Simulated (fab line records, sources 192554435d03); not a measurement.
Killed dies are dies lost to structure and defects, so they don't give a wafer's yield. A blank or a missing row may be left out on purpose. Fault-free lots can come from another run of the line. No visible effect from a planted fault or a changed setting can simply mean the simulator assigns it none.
Chamber matching :: flow n5_finfet :: rie_diel-05 running N5_BEOL_M0_CUTY_ETCH_62: 4 sister chambers
The step etches SiARC in CF4, time 58.5 s. 20 wafers are shown with their chamber, then 10 later ones without.

== WAFERS WITH THEIR CHAMBER ==
wafer: L076.1
chamber: 1
showerhead_plenum_p_Torr (Torr): 1.99
drypump_motor_current_A (A): 5.4
throttle_valve_pct (%): 15.73

wafer: L076.5
chamber: 1
showerhead_plenum_p_Torr (Torr): 1.99
drypump_motor_current_A (A): 5.4
throttle_valve_pct (%): 15.73

wafer: L076.6
chamber: 0
showerhead_plenum_p_Torr (Torr): 2.22
drypump_motor_current_A (A): 5.5
throttle_valve_pct (%): 15.42

wafer: L077.2
chamber: 1
showerhead_plenum_p_Torr (Torr): 1.99
drypump_motor_current_A (A): 5.4
throttle_valve_pct (%): 15.74

wafer: L077.3
chamber: 0
showerhead_plenum_p_Torr (Torr): 2.22
drypump_motor_current_A (A): 5.5
throttle_valve_pct (%): 15.41

wafer: L077.6
chamber: 1
showerhead_plenum_p_Torr (Torr): 1.99
drypump_motor_current_A (A): 5.4
throttle_valve_pct (%): 15.73

wafer: L079.3
chamber: 1
showerhead_plenum_p_Torr (Torr): 1.99
drypump_motor_current_A (A): 5.4
throttle_valve_pct (%): 15.74

wafer: L079.4
chamber: 0
showerhead_plenum_p_Torr (Torr): 2.22
drypump_motor_current_A (A): 5.5
throttle_valve_pct (%): 15.42

wafer: L079.6
chamber: 1
showerhead_plenum_p_Torr (Torr): 1.99
drypump_motor_current_A (A): 5.4
throttle_valve_pct (%): 15.74

wafer: L080.1
chamber: 1
showerhead_plenum_p_Torr (Torr): 1.99
drypump_motor_current_A (A): 5.4
throttle_valve_pct (%): 15.75

wafer: L080.2
chamber: 0
showerhead_plenum_p_Torr (Torr): 2.22
drypump_motor_current_A (A): 5.5
throttle_valve_pct (%): 15.43

wafer: L080.6
chamber: 2
showerhead_plenum_p_Torr (Torr): 2.28
drypump_motor_current_A (A): 5.8
throttle_valve_pct (%): 15.42

wafer: L087.1
chamber: 3
showerhead_plenum_p_Torr (Torr): 2.20
drypump_motor_current_A (A): 6.3
throttle_valve_pct (%): 15.86

wafer: L087.5
chamber: 1
showerhead_plenum_p_Torr (Torr): 1.99
drypump_motor_current_A (A): 5.4
throttle_valve_pct (%): 15.79

wafer: L087.6
chamber: 2
showerhead_plenum_p_Torr (Torr): 2.28
drypump_motor_current_A (A): 5.8
throttle_valve_pct (%): 15.43

wafer: L088.1
chamber: 2
showerhead_plenum_p_Torr (Torr): 2.28
drypump_motor_current_A (A): 5.8
throttle_valve_pct (%): 15.44

wafer: L088.2
chamber: 0
showerhead_plenum_p_Torr (Torr): 2.21
drypump_motor_current_A (A): 5.6
throttle_valve_pct (%): 15.47

wafer: L088.5
chamber: 1
showerhead_plenum_p_Torr (Torr): 1.99
drypump_motor_current_A (A): 5.4
throttle_valve_pct (%): 15.77

wafer: L089.1
chamber: 2
showerhead_plenum_p_Torr (Torr): 2.28
drypump_motor_current_A (A): 5.8
throttle_valve_pct (%): 15.45

wafer: L089.2
chamber: 3
showerhead_plenum_p_Torr (Torr): 2.20
drypump_motor_current_A (A): 6.3
throttle_valve_pct (%): 15.86

SIGNATURES, as means of the wafers listed above
reading: showerhead_plenum_p_Torr
chamber 0: 2.2180
chamber 1: 1.9900
chamber 2: 2.2800
chamber 3: 2.2000
scatter within a chamber: 0.00224

reading: drypump_motor_current_A
chamber 0: 5.520
chamber 1: 5.400
chamber 2: 5.800
chamber 3: 6.300
scatter within a chamber: 0.0224

reading: throttle_valve_pct
chamber 0: 15.4300
chamber 1: 15.7467
chamber 2: 15.4350
chamber 3: 15.8600
scatter within a chamber: 0.0195
Rule: a wafer's distance from a chamber is the root of the sum, over the readings, of the square of ((its reading less the chamber's mean) divided by the reading's scatter). The wafer belongs to the nearest chamber; if the next one is less than 2 further off, it can't be placed. The scatter is the square root of a quotient: the sum, over the shown wafers, of each reading's squared deviation from its chamber's mean, divided by wafers minus chambers.

== WAFERS MISSING THEIR CHAMBER ==
wafer: L089.5
showerhead_plenum_p_Torr (Torr): 2.28
drypump_motor_current_A (A): 5.8
throttle_valve_pct (%): 15.44

wafer: L091.3
showerhead_plenum_p_Torr (Torr): 2.28
drypump_motor_current_A (A): 5.8
throttle_valve_pct (%): 15.46

wafer: L091.4
showerhead_plenum_p_Torr (Torr): 2.19
drypump_motor_current_A (A): 6.3
throttle_valve_pct (%): 15.88

wafer: L091.5
showerhead_plenum_p_Torr (Torr): 2.28
drypump_motor_current_A (A): 5.8
throttle_valve_pct (%): 15.46

wafer: L094.1
showerhead_plenum_p_Torr (Torr): 2.27
drypump_motor_current_A (A): 5.8
throttle_valve_pct (%): 15.47

wafer: L094.2
showerhead_plenum_p_Torr (Torr): 2.21
drypump_motor_current_A (A): 5.5
throttle_valve_pct (%): 15.47

wafer: L094.4
showerhead_plenum_p_Torr (Torr): 2.27
drypump_motor_current_A (A): 5.8
throttle_valve_pct (%): 15.48

wafer: L097.2
showerhead_plenum_p_Torr (Torr): 2.19
drypump_motor_current_A (A): 6.3
throttle_valve_pct (%): 15.37

wafer: L097.4
showerhead_plenum_p_Torr (Torr): 2.21
drypump_motor_current_A (A): 5.5
throttle_valve_pct (%): 15.50

wafer: L097.6
showerhead_plenum_p_Torr (Torr): 1.98
drypump_motor_current_A (A): 5.4
throttle_valve_pct (%): 15.81

== WHICH CHAMBER EACH ONE RAN IN ==
wafer: L089.5
from the rows above: 2
in truth: 2

wafer: L091.3
from the rows above: 2
in truth: 2

wafer: L091.4
from the rows above: 3
in truth: 3

wafer: L091.5
from the rows above: 2
in truth: 2

wafer: L094.1
from the rows above: 2
in truth: 2

wafer: L094.2
from the rows above: 0
in truth: 0

wafer: L094.4
from the rows above: 2
in truth: 2

wafer: L097.2
from the rows above: 3
in truth: 3

wafer: L097.4
from the rows above: 0
in truth: 0

wafer: L097.6
from the rows above: 1
in truth: 1
10 of 10 placed correctly. Not placeable from these rows: 0. 0 placed wrongly.
